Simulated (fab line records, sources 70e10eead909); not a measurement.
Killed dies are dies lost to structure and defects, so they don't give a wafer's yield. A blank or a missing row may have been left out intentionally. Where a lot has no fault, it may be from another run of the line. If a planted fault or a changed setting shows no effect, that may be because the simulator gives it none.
Which tool is to blame? + flow nand-harc + 13 lots with 36 wafers sampled at 6 steps, on a route of 1159 steps

== WHAT THE GAUGES SHOWED, per wafer ==
NHARC_A_M1_CD_MEAS_09: the cd target is 120 nm.
| lot  | measured     | on        | cd-nm (nm)        |
|------|--------------|-----------|-------------------|
| L140 | day 18 01:57 | cd-sem-02 | 120.0 119.8 120.2 |
| L142 | day 18 02:41 | cd-sem-02 | 119.4 120.8 120.0 |
| L141 | day 18 05:53 | cd-sem-02 | 119.0 119.4 119.1 |
| L143 | day 18 13:53 | cd-sem-02 | 120.5 119.7 119.7 |
| L145 | day 19 01:13 | cd-sem-02 | 120.0 119.1 119.0 |
| L147 | day 19 20:41 | cd-sem-02 | 121.0 120.3 120.6 |
| L146 | day 19 21:00 | cd-sem-01 | 119.3 119.4 119.7 |
| L148 | day 20 06:54 | cd-sem-03 | 119.8 119.7 119.6 |
| L151 | day 21 07:01 | cd-sem-01 | 120.1             |
| L154 | day 22 02:28 | cd-sem-01 | 120.3 119.1       |
| L156 | day 22 16:20 | cd-sem-02 | 119.9 119.9 118.9 |
| L159 | day 23 02:26 | cd-sem-01 | 119.5 119.7 120.2 |
| L160 | day 23 04:41 | cd-sem-01 | 120.5 119.7 121.2 |

NHARC_A_M1_THK_MEAS_24: measures by xrf.
| lot  | measured     | on            | thk-nm (nm)       |
|------|--------------|---------------|-------------------|
| L140 | day 18 05:02 | film-metro-01 | 155.5 156.8 158.2 |
| L142 | day 18 05:25 | film-metro-01 | 154.7 155.2 155.1 |
| L141 | day 18 08:32 | film-metro-02 | 156.1 156.7 156.1 |
| L143 | day 18 16:40 | film-metro-01 | 154.6 152.7 156.7 |
| L145 | day 19 03:50 | film-metro-01 | 156.7 154.6 153.2 |
| L147 | day 19 23:27 | film-metro-02 | 155.2 155.7 156.0 |
| L146 | day 19 23:38 | film-metro-02 | 153.5 154.7 151.7 |
| L148 | day 20 09:32 | film-metro-01 | 154.7 155.2 153.8 |
| L151 | day 21 09:37 | film-metro-01 | 153.3             |
| L154 | day 22 05:14 | film-metro-01 | 156.6 146.2       |
| L156 | day 22 19:07 | film-metro-01 | 152.9 158.9 157.5 |
| L159 | day 23 05:04 | film-metro-01 | 158.1 155.7 157.2 |
| L160 | day 23 08:12 | film-metro-02 | 155.6 157.0 154.8 |

NHARC_END_SORT_01.
| lot  | measured     | on        | defect-limited-yield (%) | killed-at-array | killed-at-other | killed-at-periphery | killed-dies | killed-open | killed-short | sort_bin_2_pct (%) | sort_bin_3_pct (%) | sort_bin_4_pct (%) | sort-n-pass | sort-rim-yield-pct (%) | sort-yield-pct (%) |
|------|--------------|-----------|--------------------------|-----------------|-----------------|---------------------|-------------|-------------|--------------|--------------------|--------------------|--------------------|-------------|------------------------|--------------------|
| L156 | day 24 05:43 | prober-02 | 93.2 94.5 92.8           | 43 37 44        | 1 0 3           | 2 0 2               | 46 37 49    | 4 4 2       | 2 2 1        | 2.2 1.9 3.8        | 0.30 0.30 0        | 4.3 3.2 3.4        | 631 640 628 | 86 93 86               | 93.2 94.5 92.8     |

== TOOL THAT RAN EACH LOT (tool first, then ch and the chambers of the sampled wafers, then the start) ==
| lot  | NHARC_A_M1_DEGAS_29          | NHARC_A_M1_CMP_23             | NHARC_A_BONDPAD_DEP_00          |
|------|------------------------------|-------------------------------|---------------------------------|
| L140 | pvd-sputter-01, day 18 03:19 | cmp-04 ch 0,2,3, day 18 04:43 | pecvd-01 ch 1,2, day 18 05:56   |
| L142 | pvd-sputter-03, day 18 04:01 | cmp-01 ch 0,2,3, day 18 05:10 | pecvd-03 ch 0,1, day 18 06:17   |
| L141 | pvd-sputter-03, day 18 07:08 | cmp-03 ch 0,2, day 18 08:14   | pecvd-02 ch 0,1,2, day 18 09:28 |
| L143 | pvd-sputter-01, day 18 15:11 | cmp-01 ch 1,2,3, day 18 16:25 | pecvd-03 ch 0,2, day 18 17:41   |
| L145 | pvd-sputter-01, day 19 02:26 | cmp-01 ch 1,2,3, day 19 03:36 | pecvd-02 ch 0,1, day 19 04:56   |
| L147 | pvd-sputter-01, day 19 21:58 | cmp-04 ch 2,3, day 19 23:10   | pecvd-01 ch 0,2, no start       |
| L146 | pvd-sputter-03, day 19 22:13 | cmp-01 ch 1,2,3, day 19 23:23 | pecvd-02 ch 0,2, day 20 00:29   |
| L148 | pvd-sputter-02, day 20 08:07 | cmp-01 ch 0,1,3, day 20 09:17 | pecvd-01 ch 1,2, day 20 10:33   |
| L151 | pvd-sputter-01, day 21 08:14 | cmp-01 ch 2, day 21 09:26     | pecvd-01 ch 1, day 21 10:48     |
| L154 | pvd-sputter-02, day 22 03:48 | cmp-01 ch 1,2, day 22 04:56   | pecvd-01 ch 1,2, day 22 06:23   |
| L156 | pvd-sputter-02, day 22 17:32 | cmp-04 ch 0,1,2, day 22 18:49 | pecvd-03 ch 0,1, day 22 19:59   |
| L159 | pvd-sputter-03, day 23 03:40 | cmp-04 ch 0,2,3, day 23 04:47 | pecvd-01 ch 1, day 23 05:56     |
| L160 | pvd-sputter-01, day 23 05:53 | cmp-03 ch 0,3, day 23 07:55   | pecvd-02 ch 1,2, day 23 09:08   |
- NHARC_A_M1_DEGAS_29: time 60 s.
- NHARC_A_M1_CMP_23: polishes, t overpolish 20 s, target thk 154.34 nm.
- NHARC_A_BONDPAD_DEP_00: deposits SiCN, target thk 250 nm.

== WHAT THE TOOLS THEMSELVES READ (means of the sampled wafers that have a number; where no wafer has one, the mark that the record gives instead) ==
NHARC_A_M1_DEGAS_29.
| lot  | tool           | heater-power-w (W) |
|------|----------------|--------------------|
| L140 | pvd-sputter-01 | 319                |
| L142 | pvd-sputter-03 | 339                |
| L141 | pvd-sputter-03 | 348                |
| L143 | pvd-sputter-01 | 356                |
| L145 | pvd-sputter-01 | 332                |
| L147 | pvd-sputter-01 | 357                |
| L146 | pvd-sputter-03 | 328                |
| L148 | pvd-sputter-02 | 315                |
| L151 | pvd-sputter-01 | 362                |
| L154 | pvd-sputter-02 | 312                |
| L156 | pvd-sputter-02 | 320                |
| L159 | pvd-sputter-03 | 344                |
| L160 | pvd-sputter-01 | 364                |

NHARC_A_M1_CMP_23.
| lot  | tool   | edge-zone-pressure-frac | motor-current-A (A) | time-to-endpoint-s (s) |
|------|--------|-------------------------|---------------------|------------------------|
| L140 | cmp-04 | 0.997                   | 12.9                | 33                     |
| L142 | cmp-01 | 1.003                   | 12.7                | 31                     |
| L141 | cmp-03 | 0.994                   | 13.1                | 31                     |
| L143 | cmp-01 | 0.997                   | 11.6                | 29                     |
| L145 | cmp-01 | 0.998                   | 11.9                | 29                     |
| L147 | cmp-04 | 0.997                   | 12.8                | 31                     |
| L146 | cmp-01 | 1.001                   | 11.8                | 29                     |
| L148 | cmp-01 | 1.000                   | 12.8                | 29                     |
| L151 | cmp-01 | 1.002                   | 11.5                | 29                     |
| L154 | cmp-01 | 0.996                   | 10.7                | 24                     |
| L156 | cmp-04 | 0.998                   | 11.8                | 31                     |
| L159 | cmp-04 | 0.995                   | 12.7                | 35                     |
| L160 | cmp-03 | 0.999                   | 11.4                | 30                     |

NHARC_A_BONDPAD_DEP_00.
| lot  | tool     | heater-power-w (W) |
|------|----------|--------------------|
| L140 | pecvd-01 | 546                |
| L142 | pecvd-03 | 587                |
| L141 | pecvd-02 | 653                |
| L143 | pecvd-03 | 506                |
| L145 | pecvd-02 | 530                |
| L147 | pecvd-01 | 532                |
| L146 | pecvd-02 | 641                |
| L148 | pecvd-01 | 441                |
| L151 | pecvd-01 | 491                |
| L154 | pecvd-01 | 527                |
| L156 | pecvd-03 | 546                |
| L159 | pecvd-01 | 499                |
| L160 | pecvd-02 | 603                |

== THE ANSWER, worked out from the rows above alone ==
Rule: what is usual is taken from the lots themselves. Put in order of their means at a reading, lots are off if they are a third of the lots or fewer, leave a main group of 4 or more, and stand apart from it by a gap of 3 or more times the standard deviation of the main group's means; of several such gaps the widest counts. A main group whose means are all the same, to the digits that the tables above print for the reading, isn't used. Also off: a lot with no number at a reading for which 4 or more lots have one. Where the step has rows for the other lots, those lots are counted as sound. Order of review: gauges by route order, followed by the tools' own readings, for which a lot's mean as printed above is used. The first step at which some lot is off is used, and at that step the reading that is off furthest; a lot without a number counts as furthest.
No lot is off at any reading shown: from this, nothing can be told.

== WHAT THE SIMULATOR HAD INSERTED ==
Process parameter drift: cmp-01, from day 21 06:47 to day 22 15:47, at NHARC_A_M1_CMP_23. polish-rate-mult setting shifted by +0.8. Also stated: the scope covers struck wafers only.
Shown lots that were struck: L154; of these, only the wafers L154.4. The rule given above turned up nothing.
